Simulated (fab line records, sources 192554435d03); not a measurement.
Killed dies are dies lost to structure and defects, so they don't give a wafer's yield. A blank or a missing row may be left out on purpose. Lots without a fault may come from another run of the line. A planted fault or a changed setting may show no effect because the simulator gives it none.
Split-lot experiment | flow n5_finfet | 7 lots, 39 wafers read, on a route of 1938 steps

THE SPLIT
At N5_BEOL_M7_TRENCH_ETCH_37 (etches SiCOH lowk in C4F6/O2, target depth 93.478 nm, time 31.2 s), the setting target_depth_a was moved away from the recipe's 934.78 angstrom on 18 of the 39 wafers read, by -38.9% to +44.8%. The other wafers ran this setting at the recipe's value.

FROM THE SPLIT TO THE READING: what the file shows between them, 8 steps
- N5_BEOL_M7_ETCH_41: etches SiCN in CH3F/O2, target depth 31.9 nm, time 57.8 s
- N5_BEOL_M7_STRIP_80: strips in N2/H2, time 10 s
- N5_BEOL_M7_OCD_MEAS_38
- N5_BEOL_M7_HM_STRIP_39: strips TiN in peroxide tin strip, target depth 25 nm, time 158 s
- N5_BEOL_M7_SRD_40: time 30 s
- N5_BEOL_M7_ECD_50: material Cu, target thk 300 nm
- N5_BEOL_M7_ANNEAL_51: time 90 s
- N5_BEOL_M7_CMP_52: polishes, stops on SiCOH lowk, t overpolish 6.9 s, target thk 80 nm

THE READING
M7_THK, in nm, at N5_BEOL_M7_THK_MEAS_53 (measures by xrf). Fault-free wafers of this fab line usually give 80.6 nm, standard deviation 1.4 nm.

wafer  | tool, chamber at the split | target_depth_a as run, angstrom | against the recipe | M7_THK, nm | against lot-mates on the recipe
L075.1 | rie_diel-03, 3             | 632.5                           | -32.3%             | 51.6       | -29.4
L075.2 | rie_diel-03, 0             | 632.5                           | -32.3%             | 50.9       | -30.1
L075.3 | rie_diel-03, 2             | 934.78                          | recipe             | 82.1       | -
L075.4 | rie_diel-03, 1             | 632.5                           | -32.3%             | 50.4       | -30.6
L075.5 | rie_diel-03, 2             | 934.78                          | recipe             | 80.6       | -
L075.6 | rie_diel-03, 1             | 934.78                          | recipe             | 80.3       | -
L078.1 | rie_diel-01, 2             | 673.2                           | -28.0%             | 55.0       | -25.8
L078.2 | rie_diel-01, 1             | 673.2                           | -28.0%             | 54.7       | -26.1
L078.3 | rie_diel-01, 3             | 673.2                           | -28.0%             | 55.0       | -25.8
L078.4 | rie_diel-01, 1             | 934.78                          | recipe             | 81.3       | -
L078.5 | rie_diel-01, 3             | 934.78                          | recipe             | 79.5       | -
L078.6 | rie_diel-01, 2             | 934.78                          | recipe             | 81.7       | -
L080.1 | rie_diel-02, 0             | 934.78                          | recipe             | 79.8       | -
L080.5 | rie_diel-02, 3             | 934.78                          | recipe             | 78.8       | -
L080.6 | rie_diel-02, 0             | 934.78                          | recipe             | 80.5       | -
L081.1 | rie_diel-02, 3             | 934.78                          | recipe             | 77.6       | -
L081.2 | rie_diel-02, 0             | 934.78                          | recipe             | 78.7       | -
L081.3 | rie_diel-02, 1             | 1354                            | +44.8%             | 123.2      | +43.9
L081.4 | rie_diel-02, 2             | 934.78                          | recipe             | 81.7       | -
L081.5 | rie_diel-02, 1             | 1354                            | +44.8%             | 122.8      | +43.5
L081.6 | rie_diel-02, 2             | 1354                            | +44.8%             | 123.5      | +44.2
L083.1 | rie_diel-02, 2             | 934.78                          | recipe             | 82.6       | -
L083.2 | rie_diel-02, 3             | 934.78                          | recipe             | 80.4       | -
L083.3 | rie_diel-02, 0             | 709.2                           | -24.1%             | 57.2       | -24.1
L083.4 | rie_diel-02, 1             | 709.2                           | -24.1%             | 58.8       | -22.5
L083.5 | rie_diel-02, 0             | 709.2                           | -24.1%             | 58.5       | -22.8
L083.6 | rie_diel-02, 3             | 934.78                          | recipe             | 80.9       | -
L091.1 | rie_diel-02, 3             | 571.1                           | -38.9%             | 43.5       | -35.7
L091.2 | rie_diel-02, 1             | 934.78                          | recipe             | 80.1       | -
L091.3 | rie_diel-02, 0             | 934.78                          | recipe             | 78.8       | -
L091.4 | rie_diel-02, 2             | 571.1                           | -38.9%             | 44.5       | -34.7
L091.5 | rie_diel-02, 1             | 571.1                           | -38.9%             | 44.1       | -35.1
L091.6 | rie_diel-02, 0             | 934.78                          | recipe             | 78.8       | -
L093.1 | rie_diel-03, 1             | 934.78                          | recipe             | 80.1       | -
L093.2 | rie_diel-03, 3             | 934.78                          | recipe             | 82.0       | -
L093.3 | rie_diel-03, 0             | 705.9                           | -24.5%             | 57.1       | -23.4
L093.4 | rie_diel-03, 2             | 934.78                          | recipe             | 79.5       | -
L093.5 | rie_diel-03, 3             | 705.9                           | -24.5%             | 59.5       | -21.0
L093.6 | rie_diel-03, 2             | 705.9                           | -24.5%             | 56.1       | -24.4

THE FIT
A straight line over all 39 wafers: M7_THK changes by +0.935 nm for each +1% of target_depth_a; r = +1.00; the points scatter about the line by 1.2 nm.
The same after taking each lot's own level away (the mean of its wafers on the recipe; 39 wafers): +0.946 nm for each +1%; r = +1.00; scatter 1.1 nm.
On that fit, the largest move of target_depth_a shifts the reading by 42 nm.
The lots' own levels span 79.23 to 81.30 nm, that is 1.5 times the standard deviation above.
So the lot-to-lot level changes the slope little: the two slopes agree.
Check: with one of the wafers moved furthest among these (+44.8%) left out of the fit, the line predicts +42.5 nm for it against its lot-mates. It came out at +43.9 nm against them.

THE WHOLE CHAIN: every reading that the file lists as answering this split, in the file's order
step                      | what it does                                                        | reading                                                                          | change (the file's fit)                                                              | r (the file's)
N5_BEOL_M7_TRENCH_ETCH_37 | etches SiCOH lowk in C4F6/O2, target depth 93.478 nm, time 31.2 s   | etch.depth_nm (the simulator's own value, which no gauge read)                   | +0.939 nm for each +1% of the setting                                                | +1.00
N5_BEOL_M7_TRENCH_ETCH_37 | etches SiCOH lowk in C4F6/O2, target depth 93.478 nm, time 31.2 s   | BEOL_M7.feature_depth_nm (the simulator's own value, which no gauge read)        | +0.938 nm for each +1% of the setting                                                | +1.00
N5_BEOL_M7_TRENCH_ETCH_37 | etches SiCOH lowk in C4F6/O2, target depth 93.478 nm, time 31.2 s   | TiN_of_BEOL_M7_HM_DEP_02.thk_nm (the simulator's own value, which no gauge read) | -0.0262 nm for each +1% of the setting                                               | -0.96
N5_BEOL_M7_OCD_MEAS_38    |                                                                     | trench_depth_nm                                                                  | +0.943 nm for each +1% of the setting                                                | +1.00
N5_BEOL_M7_CMP_52         | polishes, stops on SiCOH lowk, t overpolish 6.9 s, target thk 80 nm | Cu_of_BEOL_M7_ECD_50.thk_nm (the simulator's own value, which no gauge read)     | +0.929 nm for each +1% of the setting                                                | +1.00
N5_BEOL_M7_THK_MEAS_53    | measures by xrf                                                     | M7_THK                                                                           | +0.941 for each +1% of the setting                                                   | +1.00
N5_BEOL_M7_RS_MEAS_57     | measures by four-point-probe                                        | M7_RS                                                                            | not straight: 0.595 at the lowest setting, 0.288 at the recipe, 0.177 at the highest | not given

THE FILE'S OWN FIT
M7_THK changes by +0.941 nm for each +1% of target_depth_a, r = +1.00.
